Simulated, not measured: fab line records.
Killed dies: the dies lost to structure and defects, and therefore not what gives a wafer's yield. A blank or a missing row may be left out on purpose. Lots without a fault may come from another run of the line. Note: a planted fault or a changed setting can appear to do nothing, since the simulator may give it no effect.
Which tool was responsible?	flow n5-finfet	24 lots, 72 wafers sampled, at 6 steps of a route of 1938

WHAT THE GAUGES READ, wafer by wafer
N5_BEOL_M5_INSPECT_13: inspects for defects (brightfield).
lot	measured	on	raw-defect-count
L075	day 8 03:04	defect-inspect-01	317 407 261
L074	day 8 07:02	defect-inspect-01	328 499 394
L077	day 8 14:50	defect-inspect-01	373 374 363
L076	day 8 15:04	defect-inspect-02	477 437 326
L078	day 9 10:22	defect-inspect-01	502 528 363
L079	day 9 13:31	defect-inspect-02	475 393 412
L081	day 9 20:43	defect-inspect-01	397 357 331
L082	day 10 02:18	defect-inspect-02	413 403 353
L080	day 10 06:29	defect-inspect-02	441 453 455
L083	day 10 18:01	defect-inspect-01	322 375 405
L086	day 11 00:00	defect-inspect-02	366 373 491
L084	day 11 03:43	defect-inspect-01	419 358 382
L085	day 11 03:55	defect-inspect-02	456 548 564
L087	day 11 06:55	defect-inspect-02	365 264 386
L088	day 11 12:24	defect-inspect-02	465 382 392
L089	day 12 00:05	defect-inspect-02	558 379 534
L090	day 12 02:32	defect-inspect-02	409 569 558
L092	day 12 10:05	defect-inspect-02	555 546 541
L091	day 13 00:36	defect-inspect-01	548 654 637
L093	day 13 01:26	defect-inspect-02	614 648 741
L094	day 13 04:02	defect-inspect-01	451 358 510
L095	day 13 15:16	defect-inspect-02	591 552 491
L096	day 13 18:23	defect-inspect-01	402 563 543
L097	day 14 12:53	defect-inspect-02	409 380 545

N5_BEOL_M5_THK_MEAS_53: measures by xrf.
lot	measured	on	M5_THK (nm)
L075	day 8 15:18	film-metro-01	58.5 57.0 58.1
L074	day 8 18:05	film-metro-02	61.4 55.8 57.4
L077	day 9 00:14	film-metro-01	58.7 60.2 59.6
L076	day 9 00:03	film-metro-01	59.3 61.1 59.5
L078	day 9 20:43	film-metro-02	59.0 59.0 60.4
L079	day 9 23:34	film-metro-01	61.4 62.8 59.6
L081	day 10 07:25	film-metro-02	62.3 56.4 59.2
L082	day 10 13:50	film-metro-01	61.4 60.7 61.6
L080	day 10 17:16	film-metro-02	60.6 61.2 62.8
L083	day 11 04:22	film-metro-02	59.9 61.2 59.2
L086	day 11 10:10	film-metro-01	60.3 57.8 61.8
L084	day 11 12:16	film-metro-01	58.3 57.9 59.2
L085	day 11 13:12	film-metro-02	62.2 57.3 62.2
L087	day 11 18:54	film-metro-01	62.7 60.8 61.1
L088	day 11 22:25	film-metro-01	59.1 60.2 60.1
L089	day 12 09:41	film-metro-02	59.9 61.5 61.9
L090	day 12 12:01	film-metro-01	64.5 62.0 60.6
L092	day 12 21:55	film-metro-02	59.1 59.0 61.4
L091	day 13 09:26	film-metro-02	59.2 61.4 60.3
L093	day 13 10:33	film-metro-02	65.0 61.7 64.6
L094	day 13 14:02	film-metro-01	59.4 60.9 62.2
L095	day 13 23:49	film-metro-01	62.6 61.1 61.1
L096	day 14 02:59	film-metro-01	60.5 61.1 60.4
L097	day 14 23:22	film-metro-01	59.5 59.0 57.6

EACH LOT AND THE TOOL THAT RAN IT (in order: tool; ch and the chambers of the sampled wafers; start)
lot	N5_BEOL_M4_ANNEAL_91	N5_BEOL_M4_DEP_57	N5_BEOL_M5_STRIP_91	N5_BEOL_M5_SPUTTER_81
L075	pvd-sputter-02, day 7 20:30	pecvd-01 ch 0,2, day 7 22:04	rie-diel-06 ch 0,1,2, day 8 11:11 or earlier	pvd-sputter-03, day 8 11:11
L074	pvd-sputter-01, day 8 02:11	pecvd-03 ch 1,2, day 8 03:44	rie-diel-06 ch 0,3, day 8 14:02 or earlier	pvd-sputter-02, day 8 14:02
L077	pvd-sputter-01, day 8 08:31	pecvd-04 ch 0,1,2, day 8 10:25	rie-diel-01 ch 0,1,2, day 8 20:11 or earlier	pvd-sputter-01, day 8 20:11
L076	pvd-sputter-03, day 8 08:41	pecvd-01 ch 0,1,2, day 8 10:40	rie-diel-01 ch 1,2,3, day 8 20:00 or earlier	pvd-sputter-03, day 8 20:00
L078	pvd-sputter-02, day 9 05:54	pecvd-04 ch 0,1,2, day 9 07:28	rie-diel-06 ch 1,2,3, day 9 16:39 or earlier	pvd-sputter-01, day 9 16:39
L079	pvd-sputter-03, day 9 08:32	pecvd-01 ch 0,1,2, day 9 10:05	rie-diel-05 ch 0,2, day 9 19:29 or earlier	pvd-sputter-03, day 9 19:29
L081	pvd-sputter-03, day 9 15:10	pecvd-03 ch 0,2, day 9 16:44	rie-diel-06 ch 1,2,3, day 10 03:22 or earlier	pvd-sputter-03, day 10 03:22
L082	pvd-sputter-01, day 9 21:56	pecvd-04 ch 0,1,2, day 9 23:29	rie-diel-01 ch 0,1,3, day 10 08:47 or earlier	pvd-sputter-03, day 10 08:47
L080	pvd-sputter-01, day 10 00:31	pecvd-03 ch 0,1,2, day 10 02:17	rie-diel-01 ch 1,2,3, day 10 13:13 or earlier	pvd-sputter-03, day 10 13:13
L083	pvd-sputter-01, day 10 13:02	pecvd-04 ch 0,1, day 10 14:52	rie-diel-05 ch 0,2,3, day 11 00:18 or earlier	pvd-sputter-02, day 11 00:18
L086	pvd-sputter-02, day 10 19:03	pecvd-01 ch 0,1, day 10 20:38	rie-diel-06 ch 0,2,3, day 11 06:05 or earlier	pvd-sputter-02, day 11 06:05
L084	pvd-sputter-01, day 10 21:32	pecvd-03 ch 0,1, day 10 23:05	rie-diel-01 ch 0,2, day 11 08:13 or earlier	pvd-sputter-01, day 11 08:13
L085	pvd-sputter-02, day 10 22:14	pecvd-04 ch 0,1, day 10 23:47	rie-diel-06 ch 2,3, day 11 09:08 or earlier	pvd-sputter-03, day 11 09:08
L087	pvd-sputter-01, day 11 02:28	pecvd-04 ch 0,1,2, day 11 04:07	rie-diel-01 ch 0,3, day 11 14:22 or earlier	pvd-sputter-01, day 11 14:22
L088	pvd-sputter-03, day 11 04:26	pecvd-01 ch 1, day 11 06:11	rie-diel-06 ch 0,2, day 11 18:21 or earlier	pvd-sputter-03, day 11 18:21
L089	pvd-sputter-02, day 11 19:47	pecvd-01 ch 0,1,2, day 11 21:31	rie-diel-05 ch 0,2,3, day 12 04:56 or earlier	pvd-sputter-02, day 12 04:56
L090	pvd-sputter-02, day 11 22:01	pecvd-03 ch 0,1,2, day 11 23:36	rie-diel-01 ch 0,1,3, day 12 07:02 or earlier	pvd-sputter-03, day 12 07:02
L092	pvd-sputter-01, day 12 05:44	pecvd-03 ch 0,1, day 12 07:19	rie-diel-05 ch 2,3, day 12 17:29 or earlier	pvd-sputter-02, day 12 17:29
L091	pvd-sputter-01, day 12 19:13	pecvd-04 ch 0,2, day 12 20:47	rie-diel-06 ch 0,1,2, day 13 05:16 or earlier	pvd-sputter-02, day 13 05:16
L093	pvd-sputter-03, day 12 20:10	pecvd-04 ch 0,1,2, day 12 21:43	rie-diel-01 ch 1,2, day 13 06:29 or earlier	pvd-sputter-03, day 13 06:29
L094	pvd-sputter-01, day 12 23:28	pecvd-01 ch 1,2, day 13 01:04	rie-diel-06 ch 0,1, day 13 09:50 or earlier	pvd-sputter-01, day 13 09:50
L095	pvd-sputter-02, day 13 10:41	pecvd-03 ch 0,2, day 13 12:14	rie-diel-05 ch 0,1, day 13 19:05 or earlier	pvd-sputter-02, day 13 19:05
L096	pvd-sputter-02, day 13 13:40	pecvd-01 ch 0,2, day 13 15:13	rie-diel-05 ch 1,2, day 13 22:55 or earlier	pvd-sputter-01, day 13 22:55
L097	pvd-sputter-02, day 14 07:19	pecvd-04 ch 0,1,2, day 14 08:53	rie-diel-06 ch 0,1,2, day 14 19:19 or earlier	pvd-sputter-02, day 14 19:19
- N5_BEOL_M4_ANNEAL_91: time 240 s.
- N5_BEOL_M4_DEP_57: deposits SiCN from 3MS/NH3, target thk 8 nm, time 14 s.
- N5_BEOL_M5_STRIP_91: strips in N2/H2, time 10 s.
- N5_BEOL_M5_SPUTTER_81: material Cu, target thk 15 nm, time 27.62 s.

WHAT THE TOOLS THEMSELVES READ (means of the sampled wafers that have a number; where no wafer has one, the mark that the record gives instead)
N5_BEOL_M4_ANNEAL_91.
lot	tool	heater-power-w (W)
L075	pvd-sputter-02	839
L074	pvd-sputter-01	729
L077	pvd-sputter-01	758
L076	pvd-sputter-03	965
L078	pvd-sputter-02	885
L079	pvd-sputter-03	865
L081	pvd-sputter-03	826
L082	pvd-sputter-01	727
L080	pvd-sputter-01	748
L083	pvd-sputter-01	756
L086	pvd-sputter-02	845
L084	pvd-sputter-01	729
L085	pvd-sputter-02	767
L087	pvd-sputter-01	741
L088	pvd-sputter-03	952
L089	pvd-sputter-02	837
L090	pvd-sputter-02	849
L092	pvd-sputter-01	729
L091	pvd-sputter-01	702
L093	pvd-sputter-03	939
L094	pvd-sputter-01	704
L095	pvd-sputter-02	916
L096	pvd-sputter-02	916
L097	pvd-sputter-02	904

N5_BEOL_M4_DEP_57.
lot	tool	showerhead-plenum-p-Torr (Torr)	throttle-valve-pct (%)
L075	pecvd-01	3.679	9.6
L074	pecvd-03	3.661	8.6
L077	pecvd-04	3.659	9.0
L076	pecvd-01	3.679	9.6
L078	pecvd-04	3.658	8.8
L079	pecvd-01	3.677	9.8
L081	pecvd-03	3.654	8.8
L082	pecvd-04	3.659	9.0
L080	pecvd-03	3.669	8.9
L083	pecvd-04	3.656	9.0
L086	pecvd-01	3.686	9.2
L084	pecvd-03	3.659	9.0
L085	pecvd-04	3.657	8.8
L087	pecvd-04	3.657	9.0
L088	pecvd-01	3.684	10.2
L089	pecvd-01	3.677	9.3
L090	pecvd-03	3.676	8.8
L092	pecvd-03	3.682	9.0
L091	pecvd-04	3.656	8.9
L093	pecvd-04	3.654	9.0
L094	pecvd-01	3.677	9.7
L095	pecvd-03	3.659	8.7
L096	pecvd-01	3.672	8.8
L097	pecvd-04	3.655	9.0

N5_BEOL_M5_STRIP_91.
lot	tool	drypump-motor-current-A (A)	oes-product-au (a.u.)	rf-vpp-V (V)	showerhead-plenum-p-Torr (Torr)	throttle-valve-pct (%)
L075	rie-diel-06	5.56	0.81	59.5	2.59	23.5
L074	rie-diel-06	5.63	0.77	59.6	2.59	23.8
L077	rie-diel-01	5.77	0.75	58.5	2.58	23.9
L076	rie-diel-01	5.67	0.71	60.1	2.59	23.7
L078	rie-diel-06	5.39	0.83	59.9	2.53	23.5
L079	rie-diel-05	5.88	0.78	60.0	2.62	23.8
L081	rie-diel-06	5.39	0.83	58.8	2.53	23.5
L082	rie-diel-01	5.94	0.76	58.5	2.61	23.9
L080	rie-diel-01	5.66	0.69	58.8	2.58	23.7
L083	rie-diel-05	5.70	0.75	59.0	2.57	23.7
L086	rie-diel-06	5.58	0.74	58.3	2.54	23.8
L084	rie-diel-01	5.56	0.72	58.5	2.53	23.7
L085	rie-diel-06	5.39	0.77	59.2	2.49	23.9
L087	rie-diel-01	5.97	0.80	59.3	2.60	23.8
L088	rie-diel-06	5.66	0.70	59.5	2.56	23.7
L089	rie-diel-05	5.73	0.74	59.9	2.56	23.7
L090	rie-diel-01	5.95	0.84	59.3	2.61	23.8
L092	rie-diel-05	5.56	0.72	59.0	2.51	23.7
L091	rie-diel-06	5.55	0.76	58.9	2.57	23.5
L093	rie-diel-01	5.73	0.94	59.0	2.57	23.8
L094	rie-diel-06	5.67	0.76	58.7	2.61	23.6
L095	rie-diel-05	5.53	0.76	59.3	2.59	23.7
L096	rie-diel-05	5.39	0.78	58.4	2.57	23.7
L097	rie-diel-06	5.57	0.75	60.2	2.57	23.5

N5_BEOL_M5_SPUTTER_81.
lot	tool	throttle-valve-pct (%)
L075	pvd-sputter-03	29.8
L074	pvd-sputter-02	30.0
L077	pvd-sputter-01	30.0
L076	pvd-sputter-03	29.9
L078	pvd-sputter-01	30.6
L079	pvd-sputter-03	29.9
L081	pvd-sputter-03	30.9
L082	pvd-sputter-03	29.8
L080	pvd-sputter-03	30.8
L083	pvd-sputter-02	30.1
L086	pvd-sputter-02	30.2
L084	pvd-sputter-01	29.9
L085	pvd-sputter-03	30.5
L087	pvd-sputter-01	29.9
L088	pvd-sputter-03	30.0
L089	pvd-sputter-02	30.8
L090	pvd-sputter-03	29.8
L092	pvd-sputter-02	30.7
L091	pvd-sputter-02	30.7
L093	pvd-sputter-03	29.8
L094	pvd-sputter-01	29.9
L095	pvd-sputter-02	30.6
L096	pvd-sputter-01	30.1
L097	pvd-sputter-02	30.7

THE ANSWER, worked out from the rows above alone
Rule: the usual values come from the lots themselves. Put in order of their means at a reading, lots are off if they are a third of the lots or fewer, leave a main group of 4 or more, and stand apart from it by a gap of 3 or more times the standard deviation of the main group's means; of several such gaps the widest counts. Not used: any main group whose means are identical at the precision the tables above print for the reading. Also off: a lot with no number at a reading for which 4 or more lots have one. Any other lot the step has rows for is counted as sound. After the gauges, taken in route order, come the tools' own readings; for these a lot's mean is taken, as printed above. At the first step where some lot is off, the reading lying furthest off is the one used; lots without a number count as furthest.
Across all readings shown, no lot is off: no conclusion can be drawn from this.

WHAT THE SIMULATOR PUT IN
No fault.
